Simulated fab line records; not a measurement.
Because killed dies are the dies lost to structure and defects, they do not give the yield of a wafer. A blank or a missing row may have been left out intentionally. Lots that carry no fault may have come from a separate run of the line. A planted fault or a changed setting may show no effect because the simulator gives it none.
Struck lot and sound lot, side by side -- flow nand_harc -- 13 out of 1159 route steps
Sound: these wafers, L161.1, L161.2, L161.6. Struck: wafer L172.4. (L172.5 of the same lot was not struck and is left out.) The cause comes at the end.
For every step that has rows: the tool of each side, followed by ch and its chambers, followed by its first start. Under that, the readings that differ: sound wafers -- struck wafers -- difference of the means -- sigmas: that difference in standard deviations of wafers without a fault.
alike: readings with means less than 2 such deviations apart, plus words and numbers identical on both sides. not compared: withheld readings, readings lacking a value on some wafer, bounds such as >300 that could conceal the same value, and numbers that have no deviation in the record and whose values overlap.
The two part at a step that has a row with sigmas, a row that says differs or no value, or rows on one side only. Numbers that don't overlap but have no deviation are shown without sigmas and don't part them. Lack of a reading on every wafer of one side parts them only where that side has two or more wafers.

NHARC_A_SLIT_ETCH_29: etches the open film in CF4/O2, target depth 100 nm, overetch 10 nm, time 55 s.
  sound on rie_diel-13 ch 2,3, day 15 23:37; struck on rie_diel-03 ch 3, day 18 22:53
  alike: drypump_motor_current_A, oes_product_au, rf_vpp_V, showerhead_plenum_p_Torr, throttle_valve_pct
  not compared: rf_hours_counter_h
NHARC_A_SLIT_STRIP_18: strips in O2.
  sound on rie_diel-13 ch 1,2; struck on rie_diel-03 ch 1
reading,sound,struck,difference,sigmas
showerhead_plenum_p_Torr (Torr),3.53 3.40 3.40,3.70,+0.26,+3
  alike: drypump_motor_current_A, oes_product_au, rf_vpp_V, throttle_valve_pct
  not compared: rf_hours_counter_h
then, 2 steps without rows for these wafers: NHARC_A_SLIT_PRECLEAN_19 (cleans in SC1); NHARC_A_SLIT_SRD_20.
NHARC_A_SLIT_CD_MEAS_21:
  sound on cd_sem-01, day 16 00:09; struck on cd_sem-03, day 18 23:25
  alike: cd_nm
then, 3 steps without rows for these wafers: NHARC_A_SIN_REMOVE_WET_00 (chemistry H3PO4, time 15300 s); NHARC_A_SIN_REMOVE_PRECLEAN_01 (cleans in SC1); NHARC_A_SIN_REMOVE_SRD_02.
NHARC_A_SIN_REMOVE_INSPECT_04:
  sound on defect_inspect-02, day 16 07:52; struck on defect_inspect-02, day 19 05:25
  alike: raw_defect_count
NHARC_A_WL_FILL_ALD_00: deposits Al2O3, target thk 3 nm, pulse time 3 s, ald cycles 30.
  sound on ald_hk-01 ch 1,2,3, day 16 07:59; struck on ald_hk-04 ch 3, day 19 05:32
  alike: heater_power_w, precursor_pulse_height_rel
  not compared: ald_cycles
NHARC_A_WL_FILL_RTA_01: time 5 s.
  sound on rtp_anneal-02 ch 0, day 16 08:12; struck on rtp_anneal-01 ch 0, day 19 05:50
  alike: lamp_power_pct, lamp_zone_6_pct, wafer_temp_C_max
NHARC_A_WL_FILL_ALD_02: deposits TiN, target thk 2 nm, pulse time 3 s, ald cycles 100.
  sound on ald_metal-01 ch 0,1,2, day 16 08:28; struck on ald_metal-01 ch 0, day 19 06:07
reading,sound,struck,difference,sigmas
ald_cycles,100 100 100,51,-49,
precursor_pulse_height_rel,1.027 0.991 0.981,0.946,-0.054,-3
  alike: heater_power_w
-- break in the record here, with 5 days between the starts of the struck wafers on either side (left off in module A_WL_FILL, picked up again in module END, where the first step shown is number 1159 on the route) --
NHARC_END_SORT_01:
  at this point the record logs the struck wafers (prober-01 ch 0, day 24 04:40) and has no rows for the sound ones

## WHERE THEY PART
First at NHARC_A_SLIT_STRIP_18; last, within this record, at NHARC_END_SORT_01.

WHY: what had been put in by the simulator
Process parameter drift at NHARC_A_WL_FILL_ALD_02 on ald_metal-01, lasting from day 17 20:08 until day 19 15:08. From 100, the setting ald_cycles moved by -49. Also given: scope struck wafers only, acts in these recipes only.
